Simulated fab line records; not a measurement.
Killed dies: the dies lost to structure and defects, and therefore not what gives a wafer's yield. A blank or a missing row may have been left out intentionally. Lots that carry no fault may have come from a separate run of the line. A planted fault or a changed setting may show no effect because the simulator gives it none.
Comparing a struck lot with a sound one :: flow n5Finfet :: 19 out of 1938 route steps
Sound: these wafers, L958.2, L958.3, L958.4. Struck: wafer L973.6 (L973.2, L973.3, from the same lot, were not struck and are left out); the cause is given at the end.
For every step that has rows: the tool of each side, followed by ch and its chambers, followed by its first start. Under that, the readings that differ: sound wafers :: struck wafers :: difference of the means :: sigmas: that difference in standard deviations of wafers without a fault.
alike: words and numbers the same on both sides, and readings whose means are apart by under 2 such deviations; not compared: readings that were withheld, readings missing a value for some wafer, numbers with overlapping values and no deviation given by the record, and bounds like >300 which may hide the same value.
Wherever a step has rows on one side only, a row that says differs or no value, or a row with sigmas, the two part there. Non-overlapping numbers with no deviation appear without sigmas and do not part them. A reading that every wafer of one side lacks parts them only if that side has two wafers or more.

N5_BEOL_M0_SAQP_HM_DEP_02: deposits TiN, target thk 12 nm.
  sound on pvdSputter-01, day 7 03:10; struck on pvdSputter-02, day 10 21:02
  alike: chamberPressurePa, throttleValvePct
N5_BEOL_M0_SAQP_PECVD_03: deposits SiCN from 3MS/NH3, target thk 12 nm, time 21.1 s.
  sound on pecvd-02 ch 1,2, day 7 03:17; struck on pecvd-03 ch 0, day 10 21:10
  alike: showerheadPlenumPTorr, throttleValvePct
then, 1 step without rows for these wafers: N5_BEOL_M0_SAQP_PECVD_96 (deposits a-Si from SiH4/He, target thk 45 nm, time 45.2 s).
N5_BEOL_M0_SAQP_PECVD_97: deposits SiNx from SiH4/NH3/N2, target thk 23 nm, time 19.9 s.
  sound on pecvd-02 ch 1,2, day 7 03:22; struck on pecvd-03 ch 0, day 10 21:14
reading: heaterPowerW (W)
sound: 459 576 475
struck: 665
difference: +162
sigmas: +2

reading: showerheadPlenumPTorr (Torr)
sound: 5.14 5.19 5.14
struck: 5.05
difference: -0.11
sigmas: -2
  alike: throttleValvePct
N5_BEOL_M0_SAQP_PECVD_04: deposits a-Si from SiH4/He, target thk 60 nm, time 60.2 s.
  sound on pecvd-02 ch 1,2, day 7 03:24; struck on pecvd-03 ch 0, day 10 21:16
reading: showerheadPlenumPTorr (Torr)
sound: 5.69 5.71 5.67
struck: 5.59
difference: -0.10
sigmas: -3
  alike: heaterPowerW, throttleValvePct
N5_BEOL_M0_SAQP_THK_MEAS_05:
  sound on filmMetro-01, day 7 03:29; struck on filmMetro-02, day 10 21:22
  alike: thkNm
N5_BEOL_M0_SAQP_HM_DEP_111: deposits SiO2 from SiH4/N2O, target thk 12 nm, time 7.2 s.
  sound on pecvd-03 ch 1,2, day 7 03:32; struck on pecvd-02 ch 1, day 10 21:24
  alike: heaterPowerW, showerheadPlenumPTorr
then, 5 steps without rows for these wafers: N5_BEOL_M0_SAQP_COAT_81 (time 60 s, resist thk 100 nm); N5_BEOL_M0_SAQP_COAT_82 (time 60 s, resist thk 30 nm); N5_BEOL_M0_SAQP_COAT_08 (resist thk 90 nm); N5_BEOL_M0_SAQP_EBR_10; N5_BEOL_M0_SAQP_SOFTBAKE_09 (time 60 s).
N5_BEOL_M0_SAQP_EXPOSE_11: exposes mask M0 CORE, target cd 42 nm.
  sound on arfiScanner-03 ch 0, day 7 03:52; struck on arfiScanner-03 ch 0, day 10 21:45
  alike: mask, stageVelMmS
then, 2 steps without rows for these wafers: N5_BEOL_M0_SAQP_PEB_12 (peb time 60 s); N5_BEOL_M0_SAQP_DEVELOP_13 (develop time 30 s).
N5_BEOL_M0_SAQP_CD_MEAS_14: the cd target is 42.5 nm.
  sound on cdSem-01 ch 0, day 7 03:59; struck on cdSem-03 ch 0, day 10 21:53
reading: cdNm (nm)
sound: 42.6 41.9 42.9
struck: 39.6
difference: -2.9
sigmas: -7
N5_BEOL_M0_SAQP_OVL_MEAS_15:
  sound on overlay-02 ch 0, day 7 04:01; struck on overlay-01 ch 0, day 10 21:54
  alike: M0_CORE_OVL
-- the record jumps here: 3 days lie between the struck wafers' starts before and after (it left off in module BEOL_M0_SAQP and takes up again in module BEOL_M4, whose first step shown is number 1111 of the route) --
N5_BEOL_M4_RC_MEAS_101:
  sound on prober-02 ch 0, day 10 06:31; struck on prober-02 ch 0, day 14 00:50
reading: SS_N (mV/dec)
sound: 71.0 72.6 71.2
struck: 69.9
difference: -1.7
sigmas: -2
  alike: DIBL_N, DIBL_P, IOFF_N, IOFF_P, ION_N, ION_P, SS_P, VT_N, VT_P
-- the record jumps here: 5 days lie between the struck wafers' starts before and after (it left off in module BEOL_M4 and takes up again in module PASSIVATION, whose first step shown is number 1936 of the route) --
N5_PASSIVATION_PROBE_49:
  sound on prober-01, day 14 15:14; struck on prober-02, day 18 18:24
reading: killed_at_M0_to_M3
sound: 42 44 37
struck: 20
difference: -21
sigmas: -2

reading: killed_at_M4_up
sound: 26 22 18
struck: 5
difference: -17
sigmas: -3
  alike: defectLimitedYield, killedAtContacts, killedAtFrontEnd, killedAtOther, killedDies, killedOpen, killedShort, sort_bin_5_function, sort_bin_6_memory, sortNPass, sortYieldPct

WHERE THEY PART
At N5_BEOL_M0_SAQP_PECVD_97 first; at N5_PASSIVATION_PROBE_49 last (within this record only).

WHY: whatever the simulator had introduced
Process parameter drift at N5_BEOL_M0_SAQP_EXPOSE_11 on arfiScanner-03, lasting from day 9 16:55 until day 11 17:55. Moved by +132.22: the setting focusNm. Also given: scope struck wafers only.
